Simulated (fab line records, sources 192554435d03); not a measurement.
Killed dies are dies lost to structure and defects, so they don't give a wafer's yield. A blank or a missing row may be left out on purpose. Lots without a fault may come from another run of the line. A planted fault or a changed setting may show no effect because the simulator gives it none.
Chamber matching | flow n5_finfet | N5_SDB_ALD_29 on ald_sin-02: 4 sister chambers
The step deposits SiNx, target thk 30 nm, pulse time 1 s, ald cycles 600. 4 wafers are shown with their chamber, then 11 later ones without.

WAFERS WITH THEIR CHAMBER
wafer  | chamber | heater_power_w (W)
L081.3 | 2       | 768
L085.2 | 0       | 737
L085.6 | 3       | 907
L086.4 | 1       | 953

WAFERS WITHOUT THEIR CHAMBER
wafer  | heater_power_w (W)
L086.5 | 965
L086.6 | 779
L087.1 | 903
L087.3 | 777
L087.5 | 765
L093.1 | 775
L093.4 | 892
L093.5 | 980
L095.1 | 794
L095.3 | 738
L095.4 | 915

WHICH CHAMBER EACH WENT THROUGH
wafer  | from the rows above     | in truth
L086.5 | 1                       | 1
L086.6 | 2                       | 2
L087.1 | 3                       | 3
L087.3 | 2                       | 2
L087.5 | can't be placed: 2 or 0 | 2
L093.1 | 2                       | 2
L093.4 | 3                       | 3
L093.5 | 1                       | 1
L095.1 | 2                       | 2
L095.3 | 0                       | 0
L095.4 | 3                       | 3
Placed correctly: 10 of 11. Can't be placed from these rows: 1 (the true chamber is among the candidates in 1). Placed wrongly: 0.
How it was worked out, from the rows above alone: a wafer's distance from a chamber is the root of the sum, over the readings, of the square of ((its reading less the chamber's mean) divided by the reading's scatter). The wafer belongs to the nearest chamber; if the next one is less than 2 further off, it can't be placed. A chamber's mean is the mean of its shown wafers. The scatter: with one shown wafer a chamber, the root of the mean of the squares of how far each hidden wafer lies from its nearest shown one.
